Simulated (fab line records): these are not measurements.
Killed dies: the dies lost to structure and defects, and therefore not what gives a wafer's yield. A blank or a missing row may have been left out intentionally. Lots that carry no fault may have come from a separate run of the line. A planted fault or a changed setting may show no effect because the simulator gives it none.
Comparing a struck lot with a sound one ; flow nandHarc ; 15 out of 1302 route steps
Sound: the wafers L964.4, L964.5, L964.6. The struck wafers were L954.1, L954.3, L954.5. The cause is named last.
Order at every step that has rows: each side's tool, ch and its chambers, its first start. Under that, the readings that differ: sound wafers ; struck wafers ; difference of the means ; sigmas: that difference in standard deviations of wafers without a fault.
alike: readings whose means differ by less than 2 such deviations, and words and numbers that are the same on both sides. not compared: withheld readings, readings that some wafer has no value for, bounds like >300 that may hide the same value, and numbers for which the record gives no deviation and whose values overlap.
Wherever a step has rows on one side only, a row that says differs or no value, or a row with sigmas, the two part there. When numbers do not overlap yet have no deviation, they are printed without sigmas and do not part them. A reading that every wafer of one side lacks parts them only if that side has two wafers or more.

first, 1 step without rows for these wafers: NHARC_A_CHANNEL_HOLE_D1_ETCH_39 (etches the open film in N2/H2, target depth 260 nm, time 325 s).
NHARC_A_CHANNEL_HOLE_D1_ETCH_34: etches the open film in CF4/CHF3, target depth 154 nm, time 77 s.
  sound on rieDiel-12 ch 0,3; struck on rieDiel-04 ch 1,3
  alike: biasW, cf4FlowSccm, drypumpMotorCurrentA, mfcArSccm, oesProductAu, rfVppV, showerheadPlenumPTorr, throttleValvePct
  not compared: rfHoursCounterH
NHARC_A_CHANNEL_HOLE_D1_ETCH_16: etches the open film in O2/COS, target depth 3100 nm, time 806 s.
  sound on rieDiel-12 ch 2,3; struck on rieDiel-04 ch 0,1,2
  alike: biasW, chamberPressureMTorr, drypumpMotorCurrentA, mfcArSccm, oesProductAu, rfVppV, showerheadPlenumPTorr, throttleValvePct
  not compared: rfHoursCounterH
NHARC_A_CHANNEL_HOLE_D1_CD_MEAS_18:
  sound: cdSem-01 at day 16 04:08; struck: cdSem-01 at day 12 13:46
  alike: cdNm
then, 2 steps without rows for these wafers: NHARC_A_CHANNEL_HOLE_D1_ETCH_19 (etches the open film in C4F8/O2/Ar, time 34.5 s); NHARC_A_CHANNEL_HOLE_D1_ETCH_20 (etches the open film in C4F8/O2/Ar, time 361.9 s, target depth 1600 nm).
NHARC_A_CHANNEL_HOLE_D1_ETCH_21: etches the open film in C4F8/O2/Ar, time 514.3 s, target depth 1600 nm.
  sound on harEtch-02 ch 0,1, day 16 06:49; struck on harEtch-02 ch 1, day 12 15:28
  alike: c4f8FlowSccm, chamberPressureMTorr, drypumpMotorCurrentA, mfcArSccm, showerheadPlenumPTorr, throttleValvePct
  not compared: rfHoursCounterH
NHARC_A_CHANNEL_HOLE_D1_ETCH_22: etches the open film in C4F8/O2/Ar, time 666.7 s, target depth 1600 nm.
  sound on harEtch-02 ch 0,1, day 16 07:17; struck on harEtch-02 ch 1, day 12 15:56
  alike: c4f8FlowSccm, chamberPressureMTorr, drypumpMotorCurrentA, mfcArSccm, showerheadPlenumPTorr, throttleValvePct
  not compared: rfHoursCounterH
then, 1 step without rows for these wafers: NHARC_A_CHANNEL_HOLE_D1_ETCH_23 (etches the open film in C4F8/O2/Ar, time 819 s, target depth 1600 nm).
NHARC_A_CHANNEL_HOLE_D1_ETCH_24: etches the open film in C4F8/O2/Ar, time 906.2 s, target depth 1500 nm.
  sound on harEtch-02 ch 0,1, day 16 08:37; struck on harEtch-02 ch 1, day 12 17:13
  alike: c4f8FlowSccm, chamberPressureMTorr, drypumpMotorCurrentA, mfcArSccm, showerheadPlenumPTorr, throttleValvePct
  not compared: rfHoursCounterH
then, 2 steps without rows for these wafers: NHARC_A_CHANNEL_HOLE_D1_ETCH_25 (etches the open film in C4F8/O2/Ar, time 1040.2 s, target depth 1500 nm); NHARC_A_CHANNEL_HOLE_D1_ETCH_26 (etches the open film in C4F8/O2/Ar, time 224.1 s, target depth 300 nm).
NHARC_A_CHANNEL_HOLE_D1_ETCH_33: etches the open film in C4F8/O2/Ar, time 90 s, target depth 400 nm.
  sound on harEtch-02 ch 0,1, day 16 10:16; struck on harEtch-02 ch 1, day 12 18:58
  no value came back on the struck wafers for any of 6 readings (biasV (V), c4f8FlowSccm (sccm) and others); on the sound wafers biasV (V) reads 406 404 398
  not compared: rfHoursCounterH
then, 1 step without rows for these wafers: NHARC_A_CHANNEL_HOLE_D1_STRIP_41 (strips in N2/H2).
-- jump in the record: it breaks off in module A_CHANNEL_HOLE_D1 and resumes in module END (first step shown: number 1302 of the route), and 16 days separate the struck wafers' starts before and after --
NHARC_END_SORT_01:
  only the struck wafers appear in the record here, on prober-01 ch 0 at day 28 14:55; the sound ones have no rows

== WHERE THEY PART ==
At NHARC_A_CHANNEL_HOLE_D1_ETCH_33 first; at NHARC_END_SORT_01 last (within this record only).

WHY: whatever the simulator had introduced
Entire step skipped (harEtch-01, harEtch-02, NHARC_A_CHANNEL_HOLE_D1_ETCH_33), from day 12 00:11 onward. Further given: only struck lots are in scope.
